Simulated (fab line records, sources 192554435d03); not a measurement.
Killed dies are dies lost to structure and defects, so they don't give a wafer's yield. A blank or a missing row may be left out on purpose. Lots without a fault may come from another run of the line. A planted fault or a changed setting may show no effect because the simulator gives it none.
fab line records | flow n5_finfet
record lots=8 wafers=24 last_day=16
route steps=1938 shown FIN_SAQP@111 PASSIVATION@1936
lots that met no fault: from a run of the same line without faults
start_h: hours from the record's first day to the start of the lot's first wafer shown | wait_h: hours since the lot's step before | " the same as in the row above | L1.1+2: a row that stands for several wafers | - no value, or no start given | * or withheld: withheld | < > ~ a bound
route shown NAME@n: a module of which the file shows steps, and the number in the route of the first | usual: mean/standard deviation of fault-free wafers | same: alike in all rows | chamber/n: place in a boat | sites: the reading at each site | _std_site: their standard deviation | _edge_site: outer sites' mean less inner sites' | radius_mm: how far each site lies from the wafer's centre | mask NAME#n: copy n | behind: the tool/chamber that last shaped the wafer | hold: why the lot was held/for how many hours/how that ended | device: the transistor (n, p or np) that didn't switch | end of line: the same wafers' tests at the end of the route | a step without rows: its recipe alone | killed: dies lost to structure and defects at the first sort, not the wafer's yield | map: a wafer's dies, x killed, . not, _ none there
set.NAME: the setting as run; set.NAME@STEP: as run at that earlier step | model.NAME: the simulator's own value behind a step, which no gauge read
steps of the route over a sample of lots; a table a step, a row a wafer
services: from which hour (start_h, from the record's first day; less than 0 if before it) a tool's chamber was out of use, for how many hours, and why
## steps
# step N5_FIN_SAQP_CD_MEAS_16
# recipe target_cd_nm=35.6 landing_energy_ev=500 detector=se_inlens
# usual cd_nm=35.6/0.32
# columns lot.wafer tool chamber start_h wait_h cd_nm
L453.3 cd_sem-01 0 22.13 - 35.6
L453.4 " 0 " " 35.6
L453.5 " 0 " " 35.8
L461.2 cd_sem-03 0 70.84 - 35.3
L461.3 " 0 " " 35.8
L461.6 " 0 " " 35.9
L462.1 cd_sem-03 0 75.59 - 35.8
L462.4 " 0 " " 35.8
L462.5 " 0 " " 35.5
L467.1 cd_sem-03 0 107.18 - 35.8
L467.4 " 0 " " 35.8
L467.5 " 0 " " 35.5
L470.1 cd_sem-01 0 124.26 - 35.6
L470.3 " 0 " " 35.8
L470.5 " 0 " " 35.7
L472.3 cd_sem-02 0 135.80 - 35.9
L472.5 " 0 " " 35.8
L472.6 " 0 " " 35.3
L473.2 cd_sem-02 0 141.57 - 35.1
L473.4 " 0 " " 35.7
L473.6 " 0 " " 36.0
L474.1 cd_sem-03 0 148.77 - 35.7
L474.2 " 0 " " 36.1
L474.4 " 0 " " 35.7
# step N5_FIN_SAQP_ETCH_51
# recipe chemistry=CF4 target=SiARC target_depth_a=455 mask_material=CAR-ArF time_s=75.8 ion_energy_ev=80 pressure_mtorr=40 source_w=545 bias_w=36 Ar_flow_sccm=100 cf4_flow_sccm=100 ends=cleared
# usual bias_w=36.01/0.11 cf4_flow_sccm=100.03/0.28 drypump_motor_current_A=5.56/0.29 etch_rf_on_time_s=76.6/2.2 oes_product_au=0.67/0.075 rf_vpp_V=183.8/1.1 showerhead_plenum_p_Torr=2.12/0.057 throttle_valve_pct=15.64/0.21
# columns lot.wafer tool chamber start_h wait_h bias_w cf4_flow_sccm drypump_motor_current_A etch_rf_on_time_s oes_product_au rf_hours_counter_h rf_vpp_V showerhead_plenum_p_Torr throttle_valve_pct
L453.3 rie_diel-06 1 22.32 0.0 36.04 100.04 5.41 77.1 0.59 235 183.3 2.19 15.86
L453.4 " 3 " " 35.99 99.31 5.92 76.3 0.64 156 183.3 2.06 15.76
L453.5 " 1 " " 36.08 99.84 5.41 77.9 0.59 - 183.8 2.19 15.85
L461.2 rie_diel-03 3 70.98 0.0 35.91 99.78 5.91 79.3 0.65 126 184.1 2.13 15.42
L461.3 " 2 " " 36.00 100.08 5.68 79.5 0.81 8 184.0 2.20 15.38
L461.6 " 1 " " 36.00 99.93 5.20 77.3 0.71 - 182.8 2.07 15.40
L462.1 rie_diel-02 0 75.90 0.0 35.95 99.69 5.69 78.9 0.63 174 182.2 2.05 15.80
L462.4 " 2 " " 35.87 100.03 5.70 75.1 0.63 173 184.2 2.13 15.74
L462.5 " 1 " " 35.99 100.56 5.21 77.1 0.67 - 182.7 2.09 15.96
L467.1 rie_diel-03 2 107.46 0.0 35.95 100.31 5.70 79.5 0.78 20 184.8 2.20 15.40
L467.4 " 0 " " 36.05 99.90 5.08 74.7 0.61 212 186.5 2.21 15.56
L467.5 " 1 " " 36.06 100.16 5.22 77.7 0.71 - 183.9 2.07 15.43
L470.1 rie_diel-06 2 124.47 0.0 36.12 99.83 5.54 74.2 0.75 58 184.8 2.18 15.47
L470.3 " 3 " " 36.03 100.03 5.92 77.8 0.59 201 182.2 2.04 15.86
L470.5 " 2 " " 36.06 100.15 5.53 74.1 0.75 - 185.0 2.18 15.50
L472.3 rie_diel-03 3 136.09 0.0 36.01 100.26 5.93 80.0 0.62 149 182.6 2.12 15.46
L472.5 " 3 " " 36.06 100.55 5.93 79.7 0.62 - 184.3 2.12 15.45
L472.6 " 0 " " 35.90 100.44 5.09 74.6 0.60 - 183.8 2.21 15.58
L473.2 rie_diel-03 1 141.70 0.0 35.90 100.34 5.23 78.1 0.69 100 182.9 2.07 15.45
L473.4 " 2 " " 35.90 100.15 5.68 79.4 0.77 32 185.9 2.19 15.41
L473.6 " 0 " " 36.11 100.13 5.10 75.1 0.59 - 184.1 2.21 15.58
L474.1 rie_diel-03 0 148.94 0.0 36.08 100.35 5.12 74.7 0.59 226 183.6 2.21 15.59
L474.2 " 2 " " 35.98 100.20 5.71 78.2 0.76 34 183.9 2.19 15.43
L474.4 " 1 " " 35.83 100.10 5.21 78.3 0.69 101 182.9 2.07 15.47
# step N5_FIN_SAQP_SPACER1_ETCHBACK_25
# recipe chemistry=CHF3/O2 mode=anisotropic_etchback target=SiO2 target_depth_a=244 time_s=12.2 pressure_mtorr=30 source_w=650 bias_w=170 Ar_flow_sccm=200 CHF3_flow_sccm=50 O2_flow_sccm=5 ion_energy_ev=200
# usual bias_w=170.0/0.51 drypump_motor_current_A=5.57/0.3 oes_ar_750_au=0.79/0.082 oes_product_au=0.79/0.087 rf_vpp_V=525/16 showerhead_plenum_p_Torr=2.39/0.064 throttle_valve_pct=18.88/0.25
# columns lot.wafer tool chamber start_h wait_h bias_w drypump_motor_current_A oes_ar_750_au oes_product_au rf_hours_counter_h rf_vpp_V showerhead_plenum_p_Torr throttle_valve_pct
L453.3 rie_diel-03 3 24.16 0.4 169.9 5.87 0.77 0.77 108 512 2.41 18.67
L453.4 " 1 " " 169.1 5.19 0.85 0.86 58 536 2.34 18.61
L453.5 " 1 " " 169.7 5.19 0.87 0.86 - 536 2.33 18.62
L461.2 rie_diel-03 3 72.92 0.5 170.1 5.93 0.75 0.78 127 513 2.40 18.68
L461.3 " 1 " " 170.4 5.23 0.83 0.72 75 537 2.33 18.62
L461.6 " 1 " " 170.8 5.24 0.84 0.84 - 536 2.33 18.67
L462.1 rie_diel-03 0 77.69 0.4 170.2 5.08 0.73 0.62 201 531 2.49 18.77
L462.4 " 2 " " 170.0 5.71 0.93 0.95 10 545 2.47 18.65
L462.5 " 1 " " 169.9 5.23 0.84 0.71 - 538 2.33 18.62
L467.1 rie_diel-02 3 109.82 0.4 169.8 5.74 0.68 0.68 246 536 2.38 19.20
L467.4 " 1 " " 170.5 5.23 0.79 0.79 103 542 2.36 19.43
L467.5 " 2 " " 169.3 5.70 0.75 0.73 - 512 2.37 18.93
L470.1 rie_diel-02 1 126.25 0.4 170.1 5.22 0.78 0.78 109 543 2.35 19.43
L470.3 " 2 " " 171.1 5.71 0.73 0.72 192 512 2.36 18.97
L470.5 " 0 " " 169.9 5.70 0.74 0.72 - 492 2.28 19.00
L472.3 rie_diel-06 2 137.96 0.4 169.8 5.52 0.89 0.87 62 511 2.44 18.79
L472.5 " 1 " " 170.1 5.41 0.93 0.93 - 522 2.46 18.77
L472.6 " 0 " " 170.7 6.02 0.88 0.88 - 524 2.34 18.54
L473.2 rie_diel-06 0 143.68 0.4 169.5 6.05 0.88 0.88 24 525 2.34 18.57
L473.4 " 2 " " 170.1 5.55 0.89 0.87 - 510 2.44 18.81
L473.6 " 1 " " 170.6 5.41 0.93 0.93 - 521 2.46 18.79
L474.1 rie_diel-03 1 151.16 0.4 169.4 5.20 0.80 0.81 102 538 2.32 18.68
L474.2 " 3 " " 170.8 5.93 0.73 0.73 154 512 2.39 18.74
L474.4 " 2 " " 170.0 5.71 0.88 0.91 35 545 2.46 18.70
# step N5_FIN_SAQP_MANDREL1_REMOVE_56
# recipe chemistry=HBr/Cl2/O2 bt_time_s=10 target=a-Si stop_on=SiNx endpoint=OES-SiCl over_etch_frac=1 icp_w=600 bias_w=22 HBr_flow_sccm=150 Cl2_flow_sccm=80 O2_flow_sccm=5 pressure_mtorr=10
# usual bias_w=21.99/0.067 drypump_motor_current_A=5.9/0.63 oes_product_au=0.997/0.017 throttle_valve_pct=36.7/0.41
# columns lot.wafer tool chamber start_h wait_h bias_w drypump_motor_current_A oes_product_au rf_hours_counter_h throttle_valve_pct
L453.3 rie_si-04 1 24.25 0.1 22.03 5.2 1.016 135 36.6
L453.4 " 3 " " 22.07 5.7 1.027 - 36.9
L453.5 " 0 " " 21.95 6.5 0.996 - 36.1
L461.2 rie_si-02 2 73.01 0.1 21.89 6.6 0.996 163 37.0
L461.3 " 3 " " 22.08 6.2 0.909 122 36.7
L461.6 " 0 " " 21.93 4.9 0.967 - 36.6
L462.1 rie_si-03 0 77.78 0.1 22.00 6.7 0.958 56 37.7
L462.4 " 2 " " 21.97 5.3 0.994 143 36.5
L462.5 " 3 " " 22.10 5.4 0.871 - 36.4
L467.1 rie_si-04 2 109.91 0.1 21.90 5.9 1.012 1 37.0
L467.4 " 1 " " 22.07 5.1 1.019 136 36.6
L467.5 " 1 " " 22.06 5.1 1.013 - 36.6
L470.1 rie_si-02 0 126.34 0.1 22.05 4.9 0.971 122 36.6
L470.3 " 3 " " 22.08 6.2 0.988 124 36.7
L470.5 " 2 " " 22.00 6.6 0.996 - 37.0
L472.3 rie_si-02 0 138.05 0.1 22.02 4.9 0.968 122 36.6
L472.5 " 3 " " 22.02 6.1 0.990 - 36.8
L472.6 " 0 " " 22.02 4.9 0.969 - 36.6
L473.2 rie_si-02 1 143.77 0.1 22.13 5.7 1.020 7 36.2
L473.4 " 3 " " 22.00 6.2 0.985 124 36.8
L473.6 " 1 " " 22.17 5.7 1.029 - 36.2
L474.1 rie_si-04 1 151.25 0.1 22.01 5.1 1.008 137 36.6
L474.2 " 3 " " 21.89 5.7 0.998 190 36.9
L474.4 " 0 " " 22.02 6.6 0.986 85 36.1
# step N5_FIN_SAQP_MANDREL_ETCH_58
# recipe chemistry=HBr/Cl2 target=a-Si target_depth_a=450 bt_time_s=10 stop_on=SiNx mask_material=SiO2 over_etch_frac=0.8 time_s=27 pressure_mtorr=10 icp_w=800 bias_w=75 HBr_flow_sccm=150 Cl2_flow_sccm=80 ends=end_point
# usual bias_w=75.01/0.21 drypump_motor_current_A=5.9/0.62 oes_product_au=0.695/0.011 throttle_valve_pct=35.6/0.46
# columns lot.wafer tool chamber start_h wait_h bias_w drypump_motor_current_A oes_product_au rf_hours_counter_h throttle_valve_pct
L453.3 rie_si-04 1 24.55 0.0 75.09 5.1 0.677 135 35.5
L453.4 " 1 " " 74.83 5.1 0.683 - 35.5
L453.5 " 0 " " 74.73 6.6 0.697 - 34.9
L461.2 rie_si-03 2 73.30 0.0 75.19 5.3 0.700 143 35.4
L461.3 " 1 " " 74.61 6.6 0.651 144 36.2
L461.6 " 2 " " 75.00 5.3 0.698 - 35.4
L462.1 rie_si-02 1 78.08 0.0 74.89 5.7 0.668 5 35.1
L462.4 " 0 " " 75.12 4.9 0.677 121 35.5
L462.5 " 0 " " 74.96 4.9 0.602 - 35.6
L467.1 rie_si-02 1 110.22 0.0 75.02 5.7 0.689 6 35.0
L467.4 " 2 " " 75.09 6.6 0.690 164 35.8
L467.5 " 3 " " 75.54 6.2 0.671 - 35.6
L470.1 rie_si-03 0 126.64 0.0 75.12 6.8 0.719 57 36.6
L470.3 " 2 " " 74.98 5.3 0.689 144 35.4
L470.5 " 3 " " 75.38 5.4 0.692 - 35.2
L472.3 rie_si-03 0 138.35 0.0 75.03 6.7 0.702 57 36.6
L472.5 " 2 " " 75.00 5.3 0.708 - 35.4
L472.6 " 3 " " 74.87 5.4 0.692 - 35.2
L473.2 rie_si-03 2 144.25 0.0 75.06 5.3 0.698 145 35.4
L473.4 " 1 " " 74.71 6.6 0.699 145 36.1
L473.6 " 3 " " 74.85 5.4 0.706 - 35.2
L474.1 rie_si-03 1 151.55 0.0 75.08 6.6 0.698 145 36.1
L474.2 " 2 " " 75.00 5.3 0.688 145 35.4
L474.4 " 0 " " 74.79 6.8 0.691 57 36.6
# step N5_FIN_SAQP_ETCH_69
# recipe chemistry=N2/H2 target=SOC target_depth_a=1500 stop_on=SiNx ion_energy_ev=100 bias_w=61 pressure_mtorr=30 source_w=850 n2_flow_sccm=200 h2_flow_sccm=200
# usual bias_w=60.98/0.17 drypump_motor_current_A=5.63/0.29 oes_product_au=0.79/0.091 rf_vpp_V=240.4/1.2 showerhead_plenum_p_Torr=2.52/0.073 throttle_valve_pct=17.85/0.29
# columns lot.wafer tool chamber start_h wait_h bias_w drypump_motor_current_A oes_product_au rf_hours_counter_h rf_vpp_V showerhead_plenum_p_Torr throttle_valve_pct
L453.3 rie_diel-02 2 25.08 - 61.12 5.68 0.75 155 241.1 2.53 18.01
L453.4 " 0 " " 60.84 5.72 0.75 159 238.1 2.47 18.26
L453.5 " 0 " " 61.38 5.70 0.75 - 241.1 2.47 18.28
L461.2 rie_diel-06 2 73.84 - 61.24 5.55 0.90 37 242.0 2.61 17.93
L461.3 " 3 " " 60.91 5.93 0.71 179 238.1 2.42 17.86
L461.6 " 3 " " 61.06 5.94 0.72 - 239.6 2.42 17.85
L462.1 rie_diel-02 3 78.61 - 61.11 5.79 0.69 235 239.2 2.53 18.33
L462.4 " 2 " " 61.03 5.71 0.73 174 240.2 2.53 18.05
L462.5 " 1 " " 60.74 5.23 0.78 - 240.2 2.47 18.21
L467.1 rie_diel-02 1 110.84 - 60.62 5.19 0.77 103 240.3 2.46 18.23
L467.4 " 3 " " 61.05 5.73 0.69 247 240.9 2.53 18.33
L467.5 " 1 " " 60.89 5.24 0.78 - 239.0 2.46 18.23
L470.1 rie_diel-06 1 127.17 - 60.99 5.41 0.93 18 240.6 2.61 17.63
L470.3 " 2 " " 61.06 5.52 0.86 59 240.6 2.60 17.98
L470.5 " 2 " " 61.02 5.53 0.87 - 242.3 2.60 17.97
L472.3 rie_diel-06 0 139.24 - 60.87 6.09 0.88 21 239.3 2.48 17.44
L472.5 " 3 " " 60.93 5.93 0.71 - 240.2 2.41 17.91
L472.6 " 0 " " 60.98 6.07 0.87 - 241.2 2.48 17.44
L473.2 rie_diel-03 2 144.78 - 60.96 5.73 0.89 33 241.7 2.57 17.43
L473.4 " 1 " " 60.87 5.24 0.80 100 240.1 2.43 17.46
L473.6 " 0 " " 60.87 5.09 0.70 - 241.1 2.63 17.72
L474.1 rie_diel-03 2 152.17 - 60.94 5.69 0.89 35 241.2 2.57 17.42
L474.2 " 3 " " 60.99 5.91 0.72 155 241.2 2.53 17.74
L474.4 " 0 " " 61.01 5.10 0.70 228 241.4 2.63 17.74
# step N5_PASSIVATION_PROBE_49
# usual killed_at_M0_to_M3=34/8.9 killed_at_M4_up=13/4.6 killed_at_contacts=12/5.5 killed_at_front_end=41/11 killed_at_other=3.1/2.9 killed_dies=102/16 killed_on_rim=13/4.2 killed_open=66/11 killed_short=34/7.6
# same gross_dies=1180 killed_at_back_side=0
# columns lot.wafer tool chamber start_h wait_h killed_at_M0_to_M3 killed_at_M4_up killed_at_contacts killed_at_front_end killed_at_other killed_dies killed_on_rim killed_open killed_short
L461.2 prober-01 - 314.16 0.1 24 23 34 41 1 123 14 76 42
L461.3 prober-01 - 314.21 0.1 27 9 26 141 3 206 45 76 30
L461.6 prober-01 - 314.36 0.3 28 10 16 44 5 103 13 69 32
L462.1 prober-02 - 332.69 0.0 39 13 21 116 2 191 15 78 36
L462.4 prober-02 - 332.84 0.2 37 16 15 53 3 124 16 94 27
L462.5 prober-02 - 332.89 0.2 19 13 10 191 5 238 67 62 21
# killed by level:class
L461.2 MOL_CONTACT_COAG:geometric_particle:open=29 FIN_SAQP:geometric_particle:short=11 STI_FIN_REVEAL:geometric_particle:open=7 BEOL_M4:geometric_particle:open=7 BEOL_M0_SAQP:geometric_particle:open=6 GATE_CUT:geometric_particle:short=5 MOL_CONTACT_COAG:geometric_particle:short=5 BEOL_M1:geometric_particle:short=5
L461.3 FIN_SAQP:area_etchback=96 MOL_CONTACT_COAG:geometric_particle:open=19 FIN_SAQP:geometric_particle:open=8 FIN_SAQP:geometric_particle:short=7 MOL_CONTACT_COAG:geometric_particle:short=7 STI_FIN_REVEAL:geometric_particle:open=6 BEOL_M3:geometric_particle:open=6 BEOL_M1:geometric_particle:open=6
L461.6 MOL_CONTACT_COAG:geometric_particle:open=12 STI_FIN_REVEAL:geometric_particle:open=9 FIN_SAQP:geometric_particle:open=7 BEOL_M3:geometric_particle:open=6 GATE_CUT:geometric_particle:open=5 BEOL_M2:geometric_particle:short=5 STI_FIN_REVEAL:geometric_particle:short=4 MOL_CONTACT_COAG:geometric_particle:short=4
L462.1 FIN_SAQP:area_etchback=70 MOL_CONTACT_COAG:geometric_particle:open=19 FIN_SAQP:geometric_particle:open=11 BEOL_M0_SAQP:geometric_particle:short=11 BEOL_M3:geometric_particle:open=10 BEOL_M4:geometric_particle:open=8 FIN_SAQP:geometric_particle:short=7 HKMG_FIN:area_etch=7
L462.4 STI_FIN_REVEAL:geometric_particle:open=19 BEOL_M3:geometric_particle:open=16 FIN_SAQP:geometric_particle:open=15 MOL_CONTACT_COAG:geometric_particle:open=12 FIN_SAQP:geometric_particle:short=6 BEOL_M0_SAQP:geometric_particle:open=6 BEOL_M2:geometric_particle:open=5 BEOL_M5:geometric_particle:open=4
L462.5 FIN_SAQP:area_etchback=154 FIN_SAQP:geometric_particle:short=10 MOL_CONTACT_COAG:geometric_particle:open=10 FIN_SAQP:geometric_particle:open=8 BEOL_M3:geometric_particle:open=7 STI_FIN_REVEAL:geometric_particle:open=5 DUMMY_GATE:geometric_particle:open=5 BEOL_M0_SAQP:geometric_particle:open=4
## services
# columns tool chamber start_h hours kind
rie_diel-03 2 1.38 1.5 repair
rie_diel-02 - 13.59 0.5 repair
rie_diel-03 2 30.85 - clean
rie_diel-03 2 30.85 - consumable_replace:focus_ring
rie_diel-03 2 30.85 13.2 scheduled_down
rie_diel-03 2 30.85 13.2 vent_cycle
rie_diel-06 2 33.31 9.9 repair
rie_diel-06 0 44.90 - clean
rie_diel-06 0 44.90 - consumable_replace:focus_ring
rie_diel-06 0 44.90 20.5 scheduled_down
rie_diel-06 0 44.90 20.5 vent_cycle
rie_diel-03 - 61.54 5.7 repair
rie_diel-06 1 65.46 - clean
rie_diel-06 1 65.46 - consumable_replace:focus_ring
rie_diel-06 1 65.46 16.3 scheduled_down
rie_diel-06 1 65.46 16.3 vent_cycle
rie_diel-02 0 68.45 6.2 repair
rie_diel-02 - 91.15 2.8 pm
rie_diel-06 0 91.22 16.7 repair
rie_si-03 - 109.71 0.8 repair
rie_diel-02 1 112.26 2.7 repair
rie_si-02 0 122.37 3.4 repair
rie_si-03 1 134.50 7.3 repair
rie_diel-06 3 143.16 8.3 repair
## key
first_sign step=N5_FIN_SAQP_MANDREL1_REMOVE_56 reading=oes_product_au direction=down sigmas=4.9 usual=0.997 struck=0.913
effect step=N5_FIN_SAQP_MANDREL_ETCH_58 reading=oes_product_au direction=down sigmas=4.9 usual=0.695 struck=0.640
effect step=N5_PASSIVATION_PROBE_49 reading=killed_at_front_end direction=up sigmas=9.4 usual=41 struck=149
more_kills_born_at N5_FIN_SAQP_SPACER1_ETCHBACK_25@rie_diel-03=320
met_at N5_FIN_SAQP_SPACER1_ETCHBACK_25
struck_lots L461,L462
struck_wafers L461.3,L462.1,L462.5
tester_left_out L461,L462
not_acting_at N5_FIN_SAQP_CD_MEAS_16,N5_FIN_SAQP_ETCH_51,N5_FIN_SAQP_ETCH_69
onset_between 24.16 72.92
fault kind=process_parameter_drift tool=rie_diel-03 chamber=- onset_h=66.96 steps=N5_FIN_SAQP_SPACER1_ETCHBACK_25 channel=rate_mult offset=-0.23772 shape=step end_h=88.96 scope=struck_wafers_only
# tester_left_out: of these lots the tester's yield and bins aren't shown, on N5 and GAA mostly nor the transistor test; their killed dies are dies lost to structure and defects alone, not to doping, threshold or leakage, so they don't give the yield
